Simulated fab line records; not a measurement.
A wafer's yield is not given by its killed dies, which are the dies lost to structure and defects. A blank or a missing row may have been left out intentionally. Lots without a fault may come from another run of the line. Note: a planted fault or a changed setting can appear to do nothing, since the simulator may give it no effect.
fab line records	flow n5-finfet
record: lots: 8	wafers: 24	last-day: 21
route steps=1938 shown BEOL_M0_SAQP@632 BEOL_M0@726 BEOL_M4@1111 PASSIVATION@1936
lots that met no fault: from a run of the same line without faults
start-h: start of the lot's first displayed wafer, in hours after the record's first day	wait-h: hours from the lot's prior step to this one	" as in the row above	L1.1+2: one row covering several wafers at once	- either no value or no given start	* or withheld: withheld	< > ~ a bound
route shown NAME@n: NAME is a module with steps in the file, n the number in the route of the first one	usual: mean/standard deviation taken from wafers without a fault	same: alike in all rows	chamber/n: place in a boat	sites: each site's reading	_std_site: standard deviation of those values	_edge_site: the outer-site mean with the inner-site mean subtracted	radius-mm: how far each site lies from the wafer's centre	mask NAME#n: copy n	behind: tool/chamber where the wafer was last shaped	hold: cause of the lot's hold/its duration in hours/its outcome	device: the transistor (n, p or np) that didn't switch	end of line: the same wafers' tests at the end of the route	step lacking rows: just its recipe	killed: dies that structure and defects cost at the first sort, which is not the same as the wafer's yield	map: a wafer's dies, x killed, . not, _ none there
set.NAME: the setting that was run; set.NAME@STEP: the one run at that earlier step	model.NAME: the simulator's own value behind a step, which no gauge read
a sample of lots followed through the steps of the route, with each step as a table and each wafer as a row
services: the hour from which a tool's chamber was out of use, counted from the record's first day as start-h (under 0 if before that day), plus the number of hours and why
== steps ==
step: N5_BEOL_M0_SAQP_PECVD_00
recipe: material: SiCN	target-thk-a: 80	temp-c: withheld	precursor: 3MS/NH3	pressure-torr: 3	rf-w: 202	time-s: 14
usual: chamber-pressure-Torr: 2.999/0.0067	rf-fwd-power-W: 197.9/0.93	showerhead-plenum-p-Torr: 3.663/0.013	showerhead-vpp-V: 870/39	throttle-valve-pct: 9.0/0.54
lot.wafer	tool	chamber	start-h	wait-h	chamber-pressure-Torr	rf-fwd-power-W	showerhead-plenum-p-Torr	showerhead-vpp-V	throttle-valve-pct
L395.2	pecvd-03	2	120.30	0.2	3.001	197.2	3.658	844	8.2
L395.4	"	2	"	"	3.000	197.6	3.655	858	8.5
L395.6	"	0	"	"	3.002	197.3	3.689	904	9.3
L403.1	pecvd-02	2	166.16	0.2	2.998	199.3	3.653	895	8.4
L403.4	"	0	"	"	3.011	199.4	3.650	855	8.7
L403.5	"	1	"	"	3.005	199.8	3.663	895	9.4
L407.2	pecvd-03	2	186.17	0.2	3.000	197.7	3.661	853	8.2
L407.5	"	1	"	"	3.003	197.3	3.655	855	9.4
L407.6	"	2	"	"	2.995	197.0	3.658	835	8.6
L408.1	pecvd-02	2	193.71	0.2	-	-	-	-	-
L408.2	"	1	"	"	-	-	-	-	-
L408.4	"	1	"	"	-	-	-	-	-
L409.3	pecvd-03	2	204.31	0.1	-	-	-	-	-
L409.4	"	0	"	"	-	-	-	-	-
L409.6	"	2	"	"	-	-	-	-	-
L412.2	pecvd-01	2	217.30	0.2	3.001	197.1	3.660	854	8.7
L412.3	"	1	"	"	2.997	197.7	3.670	814	8.4
L412.6	"	0	"	"	2.995	198.5	3.644	936	9.9
L414.1	pecvd-02	2	232.56	0.2	2.996	199.2	3.660	865	8.5
L414.2	"	1	"	"	3.013	198.7	3.668	894	9.1
L414.6	"	0	"	"	2.999	199.5	3.661	855	8.6
L416.4	pecvd-01	2	241.99	0.1	2.997	196.3	3.658	859	8.7
L416.5	"	1	"	"	3.007	197.6	3.682	803	8.7
L416.6	"	0	"	"	2.992	197.2	3.650	914	9.6
step: N5_BEOL_M0_SAQP_ILD_DEP_01
recipe: material: SiOC	target-thk-a: 454.19	temp-c: 350	precursor: DEMS/O2	pressure-torr: 5	rf-w: 500	time-s: 8.7
usual: heater-power-w: 489/52	showerhead-plenum-p-Torr: 5.693/0.014	showerhead-vpp-V: 1370/61	throttle-valve-pct: 11.8/0.71
lot.wafer	tool	chamber	start-h	wait-h	heater-power-w	showerhead-plenum-p-Torr	showerhead-vpp-V	throttle-valve-pct
L395.2	pecvd-03	2	120.33	0.0	543	5.681	1326	11.0
L395.4	"	2	"	"	529	5.685	1337	11.3
L395.6	"	0	"	"	397	5.728	1461	12.7
L403.1	pecvd-02	2	166.19	0.0	579	5.686	1373	11.2
L403.4	"	0	"	"	448	5.694	1352	11.5
L403.5	"	1	"	"	571	5.718	1411	12.4
L407.2	pecvd-03	2	186.19	0.0	558	5.696	1327	11.4
L407.5	"	1	"	"	536	5.689	1326	12.4
L407.6	"	2	"	"	540	5.679	1328	11.3
L408.1	pecvd-02	2	193.73	0.0	552	5.691	1384	10.9
L408.2	"	1	"	"	539	5.697	1419	12.4
L408.4	"	1	"	"	530	5.712	1443	12.5
L409.3	pecvd-03	2	204.35	0.0	503	5.680	1298	11.5
L409.4	"	0	"	"	403	5.719	1432	13.0
L409.6	"	2	"	"	508	5.676	1335	11.4
L412.2	pecvd-01	2	217.33	0.0	468	5.692	1346	11.4
L412.3	"	1	"	"	544	5.698	1271	11.3
L412.6	"	0	"	"	388	5.684	1463	12.6
L414.1	pecvd-02	2	232.58	0.0	605	5.679	1362	11.1
L414.2	"	1	"	"	570	5.695	1423	12.3
L414.6	"	0	"	"	380	5.687	1363	11.5
L416.4	pecvd-01	2	242.02	0.0	457	5.685	1353	11.6
L416.5	"	1	"	"	502	5.702	1289	10.9
L416.6	"	0	"	"	446	5.675	1426	12.7
step: N5_BEOL_M0_SAQP_PECVD_97
recipe: material: SiNx	target-thk-a: 230	temp-c: 350	precursor: SiH4/NH3/N2	pressure-torr: 1.5	rf-w: 300	time-s: 19.9
usual: chamber-pressure-Torr: 1.500/0.0034	heater-power-outer-w: 320/42	heater-power-w: 559/54	showerhead-plenum-p-Torr: 5.13/0.059	showerhead-vpp-V: 1065/45	throttle-valve-pct: 39.1/2.3
lot.wafer	tool	chamber	start-h	wait-h	chamber-pressure-Torr	heater-power-outer-w	heater-power-w	showerhead-plenum-p-Torr	showerhead-vpp-V	throttle-valve-pct
L395.2	pecvd-02	2	126.92	0.0	1.501	420	662	5.07	1068	36.6
L395.4	"	2	"	"	1.500	427	691	5.07	1075	36.2
L395.6	"	0	"	"	1.501	232	454	5.12	1048	38.3
L403.1	pecvd-02	0	167.83	0.0	1.505	257	476	5.11	1033	38.5
L403.4	"	2	"	"	1.501	407	658	5.06	1051	36.8
L403.5	"	0	"	"	1.502	252	462	5.13	1059	38.1
L407.2	pecvd-01	2	186.89	0.0	1.500	309	543	5.14	1061	37.7
L407.5	"	0	"	"	1.494	300	495	5.08	1128	42.7
L407.6	"	1	"	"	1.503	371	614	5.21	1002	37.2
L408.1	pecvd-02	0	194.71	0.0	1.500	276	502	5.12	1037	38.4
L408.2	"	2	"	"	1.494	350	572	5.07	1069	37.0
L408.4	"	1	"	"	1.492	314	597	5.19	1130	41.2
L409.3	pecvd-03	2	205.02	0.0	1.499	343	611	5.07	1030	37.5
L409.4	"	0	"	"	1.500	295	505	5.23	1138	42.4
L409.6	"	0	"	"	1.502	309	508	5.23	1102	42.5
L412.2	pecvd-02	0	218.53	0.0	1.505	278	515	5.12	1065	38.3
L412.3	"	2	"	"	1.505	387	626	5.05	1067	36.9
L412.6	"	0	"	"	1.501	278	492	5.12	1069	38.0
L414.1	pecvd-02	0	235.99	0.0	1.500	286	522	5.12	1038	38.1
L414.2	"	2	"	"	1.494	364	591	5.06	1055	37.0
L414.6	"	2	"	"	1.501	366	597	5.07	1058	36.9
L416.4	pecvd-01	2	244.20	0.0	1.498	366	630	5.15	1050	38.1
L416.5	"	1	"	"	1.502	316	542	5.20	988	37.1
L416.6	"	0	"	"	1.497	323	546	5.09	1131	42.4
step: N5_BEOL_M0_SAQP_HM_DEP_111
recipe: material: SiO2	target-thk-a: 120	temp-c: 400	precursor: SiH4/N2O	pressure-torr: 0.75	rf-w: 275	time-s: 7.2
usual: heater-power-w: 785/62	showerhead-plenum-p-Torr: 8.12/0.14	showerhead-vpp-V: 1017/43
lot.wafer	tool	chamber	start-h	wait-h	heater-power-w	showerhead-plenum-p-Torr	showerhead-vpp-V
L395.2	pecvd-03	0	127.09	0.0	757	8.34	1077
L395.4	"	1	"	"	802	8.00	980
L395.6	"	2	"	"	811	8.01	978
L403.1	pecvd-02	0	168.00	0.0	748	8.11	999
L403.4	"	1	"	"	880	8.24	1076
L403.5	"	2	"	"	815	7.99	1036
L407.2	pecvd-03	0	187.06	0.0	771	8.33	1090
L407.5	"	0	"	"	780	8.34	1054
L407.6	"	2	"	"	760	8.02	982
L408.1	pecvd-03	1	194.88	0.0	719	7.96	1001
L408.2	"	2	"	"	806	8.01	982
L408.4	"	2	"	"	795	8.01	988
L409.3	pecvd-03	0	205.25	0.1	760	8.33	1040
L409.4	"	2	"	"	893	8.02	978
L409.6	"	2	"	"	858	7.99	989
L412.2	pecvd-03	0	218.75	0.0	720	8.33	1069
L412.3	"	2	"	"	823	8.02	983
L412.6	"	2	"	"	855	8.01	988
L414.1	pecvd-03	1	236.16	0.0	758	7.98	987
L414.2	"	2	"	"	787	8.00	1000
L414.6	"	1	"	"	728	7.99	964
L416.4	pecvd-03	0	244.38	0.1	692	8.31	1070
L416.5	"	2	"	"	788	8.00	975
L416.6	"	1	"	"	711	7.97	992
step: N5_BEOL_M0_ETCH_109
recipe: chemistry: CH3F/O2	target-depth-a: 80	overetch-a: 24	target: SiCN	time-s: 27.4	ion-energy-ev: 120	pressure-mtorr: 30	source-w: 395	bias-w: 75	Ar_flow_sccm: 150	CH3F_flow_sccm: 30	O2_flow_sccm: 20
usual: drypump-motor-current-A: 5.67/0.22	oes-product-au: 0.67/0.066	rf-vpp-V: 297.3/1.6	showerhead-plenum-p-Torr: 1.99/0.06	throttle-valve-pct: 16.36/0.19
lot.wafer	tool	chamber	start-h	wait-h	drypump-motor-current-A	oes-product-au	rf-hours-counter-h	rf-vpp-V	showerhead-plenum-p-Torr	throttle-valve-pct
L395.2	rie-diel-03	1	140.24	0.4	5.78	0.70	94	296.5	1.94	16.48
L395.4	"	0	"	"	5.51	0.61	185	296.6	1.98	16.36
L395.6	"	2	"	"	5.93	0.66	-	298.8	2.08	16.34
L403.1	rie-diel-04	2	179.40	0.0	5.38	0.59	238	298.2	2.05	16.40
L403.4	"	3	"	"	5.24	0.63	167	299.5	2.06	16.59
L403.5	"	0	"	"	5.87	0.78	-	295.0	1.96	16.30
L407.2	rie-diel-04	1	198.19	0.0	5.90	0.80	8	296.7	1.94	15.90
L407.5	"	3	"	"	5.23	0.64	-	300.2	2.05	16.59
L407.6	"	2	"	"	5.41	0.59	-	298.4	2.05	16.42
L408.1	rie-diel-03	1	202.00	0.1	5.79	0.30	117	295.5	1.94	16.50
L408.2	"	2	"	"	5.95	0.28	176	298.4	2.07	16.40
L408.4	"	0	"	"	5.52	0.26	209	296.5	1.98	16.38
L409.3	rie-diel-04	1	214.39	0.2	5.91	0.35	16	296.0	1.94	15.93
L409.4	"	3	"	"	5.24	0.28	-	297.4	2.05	16.59
L409.6	"	0	"	"	5.86	0.34	-	297.2	1.95	16.30
L412.2	rie-diel-03	3	228.74	0.0	5.65	0.67	145	295.4	1.92	16.29
L412.3	"	2	"	"	5.98	0.63	187	298.7	2.07	16.42
L412.6	"	3	"	"	5.63	0.66	-	295.2	1.92	16.30
L414.1	rie-diel-03	2	250.73	0.0	5.98	0.63	194	299.0	2.06	16.43
L414.2	"	3	"	"	5.67	0.65	152	295.2	1.92	16.31
L414.6	"	0	"	"	5.51	0.58	-	296.6	1.97	16.41
L416.4	rie-diel-04	0	255.41	0.3	5.88	0.76	38	295.2	1.95	16.32
L416.5	"	3	"	"	5.26	0.62	-	298.1	2.05	16.63
L416.6	"	0	"	"	5.84	0.74	-	296.9	1.95	16.34
step: N5_BEOL_M0_RS_MEAS_126
recipe: thk-meas-gauge: four-point-probe	reads: Co_of_BEOL_M0_CO_CAP_123+Cu_of_BEOL_M0_ECD_118+Co_of_BEOL_M0_CVD_115+TaN_of_BEOL_M0_ALD_136
usual: M0_RS: 0.534/0.021
lot.wafer	tool	chamber	start-h	wait-h	M0_RS[ohm/sq]
L395.2	film-metro-02	-	143.64	0.1	0.510
L395.4	"	-	"	"	0.553
L395.6	"	-	"	"	0.531
L403.1	film-metro-01	-	182.30	0.0	0.545
L403.4	"	-	"	"	0.539
L403.5	"	-	"	"	0.515
L407.2	film-metro-01	-	202.70	0.1	0.543
L407.5	"	-	"	"	0.524
L407.6	"	-	"	"	0.537
L408.1	film-metro-02	-	206.86	0.0	0.685
L408.2	"	-	"	"	0.666
L408.4	"	-	"	"	0.678
L409.3	film-metro-01	-	218.98	0.1	0.750
L409.4	"	-	"	"	0.720
L409.6	"	-	"	"	0.732
L412.2	film-metro-02	-	232.11	0.1	0.553
L412.3	"	-	"	"	0.556
L412.6	"	-	"	"	0.555
L414.1	film-metro-02	-	256.37	0.0	0.554
L414.2	"	-	"	"	0.535
L414.6	"	-	"	"	0.538
L416.4	film-metro-02	-	257.88	0.0	0.534
L416.5	"	-	"	"	0.526
L416.6	"	-	"	"	0.538
step: N5_BEOL_M4_RC_MEAS_101
usual: DIBL_N: 36.1/2.3	DIBL_P: 36/3.2	IOFF_N: 0.16/0.045	IOFF_P: 0.21/0.049	ION_N: 674/14	ION_P: 462/8.4	SS_N: 71.6/0.83	SS_P: 73.2/0.87	VT_N: 249/3.8	VT_P: -250/3.4
lot.wafer	tool	chamber	start-h	wait-h	DIBL_N[mV/V]	DIBL_P[mV/V]	IOFF_N[nA/um]	IOFF_P[nA/um]	ION_N[uA/um]	ION_P[uA/um]	SS_N[mV/dec]	SS_P[mV/dec]	VT_N[mV]	VT_P[mV]
L395.2	prober-01	0	266.49	0.2	36.3	33	0.14	0.18	650	449	71.9	72.9	254	-250
L395.4	"	0	"	"	33.2	30	0.10	0.15	672	459	71.6	72.3	255	-253
L395.6	"	0	"	"	36.7	35	0.14	0.21	682	470	72.0	73.0	253	-250
L403.1	prober-01	0	303.85	0.0	33.8	34	0.16	0.22	667	462	71.5	73.0	248	-248
L403.4	"	0	"	"	34.2	34	0.14	0.21	662	460	71.5	72.4	250	-249
L403.5	"	0	"	"	34.2	34	0.15	0.21	684	474	71.1	73.1	248	-249
L409.3	prober-01	0	329.74	0.3	31.4	30	0.09	0.13	645	446	69.8	72.4	255	-258
L409.4	"	0	"	"	37.2	36	0.19	0.20	672	462	71.5	73.5	247	-249
L409.6	"	0	"	"	36.4	35	0.16	0.19	668	458	71.4	73.7	250	-254
L408.1	prober-01	0	344.70	0.0	35.5	36	0.15	0.18	672	457	72.1	72.9	249	-253
L408.2	"	0	"	"	37.7	38	0.20	0.22	686	463	71.2	74.2	244	-251
L408.4	"	0	"	"	33.9	34	0.13	0.16	667	457	70.4	72.4	248	-255
L407.2	prober-02	0	347.82	0.2	36.9	34	0.16	0.20	689	470	70.9	72.9	249	-247
L407.5	"	0	"	"	38.7	37	0.19	0.24	693	472	71.8	74.2	243	-245
L407.6	"	0	"	"	39.8	37	0.22	0.24	688	465	71.8	73.6	243	-247
L412.2	prober-01	0	388.49	0.2	35.1	37	0.15	0.23	659	460	71.3	73.8	250	-250
L412.3	"	0	"	"	36.6	38	0.19	0.23	682	457	72.4	73.2	248	-250
L412.6	"	0	"	"	35.3	37	0.15	0.21	665	454	71.9	73.4	252	-250
L414.1	prober-02	0	388.83	0.0	40.9	44	0.28	0.38	686	469	73.0	75.4	241	-241
L414.2	"	0	"	"	40.3	43	0.30	0.36	695	472	72.4	74.8	239	-240
L414.6	"	0	"	"	39.2	41	0.26	0.31	685	464	72.8	75.0	243	-243
L416.4	prober-01	0	394.25	0.5	37.5	39	0.20	0.25	683	463	72.7	73.3	246	-248
L416.5	"	0	"	"	40.1	42	0.24	0.29	679	461	72.7	74.2	246	-248
L416.6	"	0	"	"	37.4	38	0.19	0.24	681	466	72.0	73.7	247	-247
step: N5_PASSIVATION_PROBE_49
usual: defect-limited-yield: 90.9/1.6	killed_at_M0_to_M3: 37/11	killed_at_M4_up: 15/5.6	killed-at-contacts: 13/6.4	killed-at-front-end: 39/11	killed-at-other: 4/3.1	killed-dies: 107/19	killed-on-rim: 14/4.3	killed-open: 71/14	killed-short: 34/7.8	sort_bin_4_leakage: 0.01/0.053	sort_bin_5_function: 5.3/1	sort_bin_6_memory: 3.4/0.72	sort-n-pass: 1072/20	sort-yield-pct: 90.9/1.7
same: gross-dies: 1180	killed-at-back-side: 0	sort_bin_8_speed[%]: 0
lot.wafer	tool	chamber	start-h	wait-h	defect-limited-yield[%]	killed_at_M0_to_M3	killed_at_M4_up	killed-at-contacts	killed-at-front-end	killed-at-other	killed-dies	killed-on-rim	killed-open	killed-short	sort_bin_4_leakage[%]	sort_bin_5_function[%]	sort_bin_6_memory[%]	sort-n-pass	sort-yield-pct[%]
L395.2	prober-02	-	370.95	0.1	90.9	44	26	4	31	2	107	11	79	27	0	5.7	3.0	1073	90.9
L395.4	prober-02	-	371.05	0.2	92.0	41	10	6	34	3	94	8	60	31	0	4.5	3.1	1086	92.0
L395.6	prober-02	-	371.15	0.3	92.3	30	15	9	37	0	91	11	64	25	0	5.3	2.2	1089	92.3
L403.1	prober-01	-	435.53	0.0	88.5	56	12	16	46	6	136	13	83	49	0	6.5	4.3	1044	88.5
L403.4	prober-01	-	435.68	0.2	91.1	33	14	10	41	7	105	22	62	39	0	5.4	3.2	1075	91.1
L403.5	prober-01	-	435.73	0.2	90.8	32	19	12	45	1	109	12	78	31	0	5.8	3.1	1071	90.8
L409.3	prober-01	-	447.85	0.1	69.2	285	23	23	31	1	363	97	68	43	0	27.0	3.4	817	69.2
L409.4	prober-01	-	447.90	0.2	69.5	288	14	23	33	2	360	94	68	27	0	27.3	3.1	820	69.5
L409.6	prober-01	-	448.00	0.3	67.2	301	31	27	28	0	387	100	67	48	0	28.1	4.4	793	67.2
L408.1	prober-02	-	467.60	0.0	70.1	305	8	8	30	2	353	10	49	28	0	26.4	3.1	827	70.1
L408.2	prober-02	-	467.65	0.1	70.8	303	12	11	17	2	345	8	40	23	0	27.2	1.7	835	70.8
L408.4	prober-02	-	467.75	0.2	69.2	306	12	3	42	1	364	13	49	26	0	28.8	1.7	816	69.2
L407.2	prober-02	-	469.07	0.1	92.3	28	9	5	49	0	91	19	72	18	0	4.1	3.1	1089	92.3
L407.5	prober-02	-	469.22	0.2	89.6	39	23	5	53	3	123	17	87	33	0	5.7	4.3	1057	89.6
L407.6	prober-02	-	469.27	0.3	91.7	35	14	4	38	7	98	10	65	30	0	4.7	3.2	1082	91.7
L412.2	prober-02	-	494.88	0.1	85.6	67	14	36	47	6	170	23	121	48	0	9.0	4.8	1010	85.6
L412.3	prober-02	-	494.93	0.1	89.7	40	21	15	44	2	122	17	80	42	0	6.2	4.0	1058	89.7
L412.6	prober-02	-	495.08	0.3	90.4	39	21	22	30	1	113	17	83	30	0	6.3	3.0	1067	90.4
L414.1	prober-02	-	496.17	0.0	92.8	27	10	10	29	9	85	10	55	29	0	4.2	2.7	1095	92.8
L414.2	prober-02	-	496.22	0.1	91.4	41	17	6	36	2	102	10	67	32	0.25	4.8	3.6	1075	91.1
L414.6	prober-02	-	496.42	0.3	93.1	42	11	5	21	2	81	7	50	27	0	4.4	2.3	1099	93.1
L416.4	prober-02	-	506.92	0.6	88.6	68	3	14	49	1	135	16	93	40	0	6.4	4.4	1045	88.6
L416.5	prober-02	-	506.97	0.7	90.5	34	14	10	50	4	112	23	65	44	0	5.6	3.2	1068	90.5
L416.6	prober-02	-	507.02	0.7	93.2	37	7	4	29	3	80	15	54	25	0	4.4	2.4	1100	93.2
killed by level:class
L395.2 BEOL_M0_SAQP:geometric-particle:open=15 BEOL_M4:geometric-particle:open=12 BEOL_M2:geometric-particle:open=11 BEOL_M3:geometric-particle:open=7 STI_FIN_REVEAL:geometric-particle:open=6 FIN_SAQP:geometric-particle:open=5 BEOL_M0_SAQP:geometric-particle:short=5 GATE_CUT:geometric-particle:open=4
L395.4 BEOL_M0_SAQP:geometric-particle:open=11 DUMMY_GATE:geometric-particle:open=8 BEOL_M0_SAQP:geometric-particle:short=8 BEOL_M3:geometric-particle:open=7 BEOL_M4:geometric-particle:open=6 BEOL_M2:geometric-particle:open=6 STI_FIN_REVEAL:geometric-particle:open=5 GATE_CUT:geometric-particle:short=4
L395.6 BEOL_M4:geometric-particle:open=9 FIN_SAQP:geometric-particle:open=7 STI_FIN_REVEAL:geometric-particle:open=7 MOL_CONTACT_COAG:geometric-particle:open=7 BEOL_M2:geometric-particle:open=7 BEOL_M3:geometric-particle:open=7 BEOL_M1:geometric-particle:open=4 STARTING-WAFER:geometric-particle:short=4
L403.1 MOL_CONTACT_COAG:geometric-particle:open=14 BEOL_M2:geometric-particle:open=14 FIN_SAQP:geometric-particle:short=13 BEOL_M3:geometric-particle:open=11 FIN_SAQP:geometric-particle:open=10 BEOL_M0_SAQP:geometric-particle:short=8 BEOL_M0_SAQP:geometric-particle:open=8 STI_FIN_REVEAL:geometric-particle:open=7
L403.4 FIN_SAQP:geometric-particle:short=15 MOL_CONTACT_COAG:geometric-particle:open=8 BEOL_M0_SAQP:geometric-particle:open=8 BEOL_M2:geometric-particle:open=8 FIN_SAQP:geometric-particle:open=6 BEOL_M0:geometric-particle:short=5 BEOL_M4:geometric-particle:open=5 BEOL_M5:geometric-particle:open=5
L403.5 STI_FIN_REVEAL:geometric-particle:open=19 BEOL_M2:geometric-particle:open=18 FIN_SAQP:geometric-particle:short=10 MOL_CONTACT_COAG:geometric-particle:open=10 BEOL_M4:geometric-particle:open=9 BEOL_M0_SAQP:geometric-particle:short=5 FIN_SAQP:geometric-particle:open=4 STI_FIN_REVEAL:geometric-particle:short=4
L409.3 BEOL_M0_SAQP:area-pecvd=252 MOL_CONTACT_COAG:geometric-particle:open=19 BEOL_M4:geometric-particle:open=13 FIN_SAQP:geometric-particle:short=9 BEOL_M0_SAQP:geometric-particle:short=7 BEOL_M2:geometric-particle:short=7 BEOL_M0_SAQP:geometric-particle:open=6 BEOL_M2:geometric-particle:open=6
L409.4 BEOL_M0_SAQP:area-pecvd=264 MOL_CONTACT_COAG:geometric-particle:open=22 FIN_SAQP:geometric-particle:open=7 FIN_SAQP:geometric-particle:short=7 STI_FIN_REVEAL:geometric-particle:open=6 BEOL_M0:geometric-particle:open=4 DUMMY_GATE:geometric-particle:open=3 BEOL_M0_SAQP:geometric-particle:short=3
L409.6 BEOL_M0_SAQP:area-pecvd=270 BEOL_M4:geometric-particle:open=17 MOL_CONTACT_COAG:geometric-particle:open=15 MOL_CONTACT_COAG:geometric-particle:short=12 BEOL_M0_SAQP:geometric-particle:short=8 BEOL_M0_SAQP:geometric-particle:open=5 BEOL_M2:geometric-particle:short=5 STI_FIN_REVEAL:geometric-particle:open=4
L408.1 BEOL_M0_SAQP:area-pecvd=273 BEOL_M3:geometric-particle:open=10 BEOL_M1:geometric-particle:open=8 MOL_CONTACT_COAG:geometric-particle:open=6 FIN_SAQP:geometric-particle:open=5 GATE_CUT:geometric-particle:short=4 BEOL_M0_SAQP:geometric-particle:open=4 STARTING-WAFER:geometric-particle:short=4
L408.2 BEOL_M0_SAQP:area-pecvd=282 FIN_SAQP:geometric-particle:short=9 MOL_CONTACT_COAG:geometric-particle:open=9 BEOL_M2:geometric-particle:open=7 BEOL_M3:geometric-particle:open=4 BEOL_M4:geometric-particle:open=4 BEOL_M0:geometric-particle:open=3 BEOL_M1:geometric-particle:short=3
L408.4 BEOL_M0_SAQP:area-pecvd=289 STI_FIN_REVEAL:geometric-particle:open=11 FIN_SAQP:geometric-particle:open=6 ILD0:geometric-particle:short=5 ILD0:geometric-particle:open=4 BEOL_M0:geometric-particle:open=4 BEOL_M2:geometric-particle:open=3 BEOL_M4:geometric-particle:open=3
L407.2 STI_FIN_REVEAL:geometric-particle:open=15 BEOL_M3:geometric-particle:open=13 DUMMY_GATE:geometric-particle:open=8 FIN_SAQP:geometric-particle:open=6 MOL_CONTACT_COAG:geometric-particle:open=5 BEOL_M1:geometric-particle:open=5 BEOL_M4:geometric-particle:open=5 DUMMY_GATE:geometric-particle:short=4
L407.5 BEOL_M4:geometric-particle:open=17 FIN_SAQP:geometric-particle:open=14 BEOL_M3:geometric-particle:open=12 BEOL_M1:geometric-particle:open=10 STI_FIN_REVEAL:geometric-particle:open=8 FIN_SAQP:geometric-particle:short=7 GATE_CUT:geometric-particle:short=5 DUMMY_GATE:geometric-particle:open=5
L407.6 STI_FIN_REVEAL:geometric-particle:open=9 BEOL_M1:geometric-particle:open=9 DUMMY_GATE:geometric-particle:open=8 BEOL_M4:geometric-particle:open=7 FIN_SAQP:geometric-particle:short=6 BEOL_M3:geometric-particle:open=6 BEOL_M0_SAQP:geometric-particle:open=5 BEOL_M2:geometric-particle:open=4
L412.2 MOL_CONTACT_COAG:geometric-particle:open=31 BEOL_M0_SAQP:geometric-particle:open=16 BEOL_M0_SAQP:geometric-particle:short=14 BEOL_M1:geometric-particle:open=13 BEOL_M2:geometric-particle:open=13 DUMMY_GATE:geometric-particle:open=9 FIN_SAQP:geometric-particle:short=8 STI_FIN_REVEAL:geometric-particle:open=8
L412.3 BEOL_M0_SAQP:geometric-particle:short=13 MOL_CONTACT_COAG:geometric-particle:open=13 BEOL_M0_SAQP:geometric-particle:open=13 GATE_CUT:geometric-particle:short=10 FIN_SAQP:geometric-particle:open=8 STI_FIN_REVEAL:geometric-particle:open=8 BEOL_M4:geometric-particle:open=8 BEOL_M2:geometric-particle:open=5
L412.6 MOL_CONTACT_COAG:geometric-particle:open=18 BEOL_M0_SAQP:geometric-particle:open=12 BEOL_M4:geometric-particle:open=11 FIN_SAQP:geometric-particle:open=9 DUMMY_GATE:geometric-particle:open=9 BEOL_M0_SAQP:geometric-particle:short=8 BEOL_M1:geometric-particle:short=5 BEOL_M2:geometric-particle:open=5
L414.1 FIN_SAQP:geometric-particle:open=9 MOL_CONTACT_COAG:geometric-particle:open=7 BEOL_M2:geometric-particle:open=6 FIN_SAQP:geometric-particle:short=5 BEOL_M3:geometric-particle:open=5 BEOL_M4:geometric-particle:open=5 BEOL_M0_SAQP:geometric-particle:open=4 BEOL_M1:geometric-particle:open=4
L414.2 BEOL_M3:geometric-particle:open=14 STI_FIN_REVEAL:geometric-particle:open=12 FIN_SAQP:geometric-particle:open=7 BEOL_M0_SAQP:geometric-particle:short=6 BEOL_M3:geometric-particle:short=6 BEOL_M4:geometric-particle:open=6 MOL_CONTACT_COAG:geometric-particle:open=5 BEOL_M1:geometric-particle:open=5
L414.6 BEOL_M0_SAQP:geometric-particle:short=13 BEOL_M2:geometric-particle:open=8 FIN_SAQP:geometric-particle:open=6 BEOL_M3:geometric-particle:open=6 BEOL_M0_SAQP:geometric-particle:open=5 DUMMY_GATE:geometric-particle:open=4 BEOL_M4:geometric-particle:open=4 BEOL_M1:geometric-particle:open=4
L416.4 BEOL_M0_SAQP:geometric-particle:open=23 BEOL_M0_SAQP:geometric-particle:short=14 STI_FIN_REVEAL:geometric-particle:open=12 BEOL_M3:geometric-particle:open=12 FIN_SAQP:geometric-particle:open=11 MOL_CONTACT_COAG:geometric-particle:open=10 FIN_SAQP:geometric-particle:short=9 BEOL_M2:geometric-particle:open=9
L416.5 FIN_SAQP:geometric-particle:short=17 FIN_SAQP:geometric-particle:open=11 BEOL_M0_SAQP:geometric-particle:open=10 MOL_CONTACT_COAG:geometric-particle:open=8 BEOL_M2:geometric-particle:open=6 BEOL_M3:geometric-particle:open=6 SPACER0:geometric-particle:short=5 BEOL_M0_SAQP:geometric-particle:short=5
L416.6 BEOL_M1:geometric-particle:open=8 BEOL_M0_SAQP:geometric-particle:short=7 FIN_SAQP:geometric-particle:open=5 BEOL_M0_SAQP:geometric-particle:open=5 BEOL_M3:geometric-particle:open=5 STI_FIN_REVEAL:geometric-particle:open=4 MOL_CONTACT_COAG:geometric-particle:open=4 BEOL_M0:geometric-particle:open=4
== services ==
tool	chamber	start-h	hours	kind
pecvd-02	-	98.74	1.0	repair
pecvd-02	-	106.63	5.5	pm
rie-diel-03	2	115.16	18.1	repair
rie-diel-04	0	128.41	-	clean
rie-diel-04	0	128.41	-	consumable-replace:focus-ring
rie-diel-04	0	128.41	18.3	scheduled-down
rie-diel-04	0	128.41	18.3	vent-cycle
rie-diel-04	1	146.94	-	clean
rie-diel-04	1	146.94	-	consumable-replace:focus-ring
rie-diel-04	1	146.94	28.4	scheduled-down
rie-diel-04	1	146.94	28.4	vent-cycle
pecvd-01	2	152.02	5.0	scheduled-down
pecvd-03	1	201.85	11.8	repair
rie-diel-03	0	206.78	4.0	repair
rie-diel-04	2	209.91	-	clean
rie-diel-04	2	209.91	-	consumable-replace:focus-ring
rie-diel-04	2	209.91	14.3	scheduled-down
rie-diel-04	2	209.91	14.3	vent-cycle
pecvd-02	1	216.93	2.1	scheduled-down
pecvd-01	0	224.38	2.1	scheduled-down
rie-diel-03	2	238.86	1.8	repair
pecvd-02	2	240.08	16.5	scheduled-down
pecvd-03	-	241.91	1.2	repair
rie-diel-03	3	254.51	19.3	repair
== key ==
first-sign: step: N5_BEOL_M0_SAQP_PECVD_00	reading: tool-record	direction: missing
effect: step: N5_BEOL_M0_ETCH_109	reading: oes-product-au	direction: down	sigmas: 5.6	usual: 0.67	struck: 0.30
effect: step: N5_BEOL_M0_RS_MEAS_126	reading: M0_RS	direction: up	sigmas: 8.2	usual: 0.534	struck: 0.705
effect: step: N5_PASSIVATION_PROBE_49	reading: killed_at_M0_to_M3	direction: up	sigmas: 25	usual: 37	struck: 298
more-kills-born-at: N5_BEOL_M0_SAQP_PECVD_00@pecvd-02: 844	N5_BEOL_M0_SAQP_PECVD_00@pecvd-03: 786
met-at N5_BEOL_M0_SAQP_PECVD_00
struck-lots L408,L409
not-acting-at N5_BEOL_M0_SAQP_ILD_DEP_01,N5_BEOL_M0_SAQP_PECVD_97,N5_BEOL_M0_SAQP_HM_DEP_111
onset-between 186.17 193.71
fault: kind: skipped-step-whole	tool: pecvd-02,pecvd-03	chamber: -	onset-h: 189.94	steps: N5_BEOL_M0_SAQP_PECVD_00	scope: struck-lots-only
